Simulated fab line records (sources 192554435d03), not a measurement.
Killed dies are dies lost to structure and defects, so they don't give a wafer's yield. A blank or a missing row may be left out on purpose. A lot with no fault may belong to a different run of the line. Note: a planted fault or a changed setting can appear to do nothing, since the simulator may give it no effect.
What tool caused it?    flow n5_finfet    11 lots with 32 wafers sampled at 3 steps, on a route of 1938 steps

WHAT EACH GAUGE READ, for each wafer
N5_BEOL_M6_CD_MEAS_35: target cd 40 nm, target cd y 28 nm.
lot   measured      on         cd_nm (nm)
L386  day 8 14:27   cd_sem-02  40.8 40.7 39.8
L387  day 8 14:03   cd_sem-02  38.7 39.2 38.8
L390  day 9 16:03   cd_sem-02  40.8 40.3 39.8
L391  day 10 01:50  cd_sem-01  39.6 39.8 39.9
L393  day 10 06:50  cd_sem-01  39.5 39.8 40.5
L394  day 10 07:22  cd_sem-01  39.4 39.5 39.8
L396  day 11 09:44  cd_sem-03  39.5 39.6 39.0
L397  day 11 13:16  cd_sem-02  39.7 39.8 39.2
L399  day 11 23:14  cd_sem-03  39.4 38.8
L404  day 13 06:28  cd_sem-03  39.8 40.9 40.5
L407  day 13 18:37  cd_sem-01  40.0 39.7 39.2

WHICH TOOL RAN EACH LOT (tool, then ch and the chambers of the sampled wafers, then the start)
lot   N5_BEOL_M6_PECVD_70              N5_BEOL_M6_STRIP_80
L386  pecvd-03 ch 0,1, day 8 09:10     rie_diel-06 ch 0,3, day 8 14:27 or earlier
L387  pecvd-01 ch 0,1,2, day 8 10:25   rie_diel-06 ch 1,2, day 8 14:03 or earlier
L390  pecvd-02 ch 0,1,2, day 9 12:44   rie_diel-06 ch 0,1,2, day 9 16:03 or earlier
L391  pecvd-02 ch 0,1, day 9 21:00     rie_diel-02 ch 0,2,3, day 10 01:50 or earlier
L393  pecvd-01 ch 0,1, day 10 03:31    rie_diel-02 ch 0,1,2, day 10 06:50 or earlier
L394  pecvd-02 ch 0,1,2, day 10 04:31  rie_diel-05 ch 0,2,3, day 10 07:22 or earlier
L396  pecvd-03 ch 1,2, day 11 04:04    rie_diel-02 ch 0,1, day 11 09:44 or earlier
L397  pecvd-01 ch 0,1,2, day 11 09:38  rie_diel-06 ch 0,3, day 11 13:16 or earlier
L399  pecvd-03 ch 0,1, day 11 19:43    rie_diel-05 ch 0,1, day 11 23:14 or earlier
L404  pecvd-03 ch 0,1,2, day 13 02:54  rie_diel-06 ch 1,3, day 13 06:28 or earlier
L407  pecvd-03 ch 0,1,2, day 13 13:35  rie_diel-06 ch 0,2,3, day 13 18:37 or earlier
- N5_BEOL_M6_PECVD_70: deposits SiO2 from TEOS/O2, target thk 20 nm, time 22.7 s.
- N5_BEOL_M6_STRIP_80: strips in N2/H2, time 10 s.

THE ANSWER, worked out from the rows above alone
Rule: usual is defined by the lots themselves. The widest of any qualifying gaps counts: lots, ordered by their means at a reading, are off when they make up no more than a third of the lots, leave a main group of 4 or more, and stand apart from it by 3 or more times the standard deviation of that group's means. A main group whose means are all the same, to the digits that the tables above print for the reading, isn't used. A lot without any number at a reading at which 4 lots or more have one is off too. Any other lot the step has rows for is counted as sound.
No lot is off at any reading shown: from this, nothing can be told.

WHAT WAS PUT IN BY THE SIMULATOR
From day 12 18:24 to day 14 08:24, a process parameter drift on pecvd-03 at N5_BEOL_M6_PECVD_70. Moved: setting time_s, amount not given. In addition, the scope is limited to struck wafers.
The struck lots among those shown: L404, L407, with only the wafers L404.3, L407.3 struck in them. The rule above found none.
